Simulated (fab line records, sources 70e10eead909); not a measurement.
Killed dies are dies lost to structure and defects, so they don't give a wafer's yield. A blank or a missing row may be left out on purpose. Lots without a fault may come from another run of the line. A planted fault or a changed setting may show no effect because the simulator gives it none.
Chamber matching | flow nand_harc | NHARC_P_STI_DESCUM_14 on rie_diel-11: 4 sister chambers
The step chemistry O2, time 3 s. 8 wafers are shown with their chamber, then 7 later ones without.

WAFERS WITH THEIR CHAMBER
wafer  | chamber | drypump_motor_current_A (A) | oes_product_au (a.u.)
L079.5 | 1       | 5.7                         | 0.990
L084.1 | 0       | 5.7                         | 1.003
L084.4 | 1       | 5.7                         | 0.999
L085.6 | 3       | 5.2                         | 0.996
L086.2 | 3       | 5.3                         | 1.008
L086.5 | 2       | 6.6                         | 1.010
L088.3 | 2       | 6.5                         | 0.999
L088.4 | 0       | 5.7                         | 1.003

WAFERS WITHOUT THEIR CHAMBER
wafer  | drypump_motor_current_A (A) | oes_product_au (a.u.)
L088.6 | 5.2                         | 1.001
L094.2 | 5.7                         | 0.997
L094.5 | 5.7                         | 1.002
L094.6 | 6.5                         | 1.007
L096.1 | 5.7                         | 0.998
L096.5 | 5.7                         | 0.993
L096.6 | 6.6                         | 0.993

WHICH CHAMBER EACH WENT THROUGH
wafer  | from the rows above     | in truth
L088.6 | 3                       | 3
L094.2 | can't be placed: 1 or 0 | 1
L094.5 | can't be placed: 0 or 1 | 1
L094.6 | 2                       | 2
L096.1 | can't be placed: 1 or 0 | 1
L096.5 | can't be placed: 1 or 0 | 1
L096.6 | 2                       | 2
Placed correctly: 3 of 7. Can't be placed from these rows: 4 (the true chamber is among the candidates in 4). Placed wrongly: 0.
How it was worked out, from the rows above alone: a wafer's distance from a chamber is the root of the sum, over the readings, of the square of ((its reading less the chamber's mean) divided by the reading's scatter). The wafer belongs to the nearest chamber; if the next one is less than 2 further off, it can't be placed. A chamber's mean is the mean of its shown wafers. The scatter: the root of (the sum of the squares of (reading less its chamber's mean) over the shown wafers, divided by (wafers less chambers)).
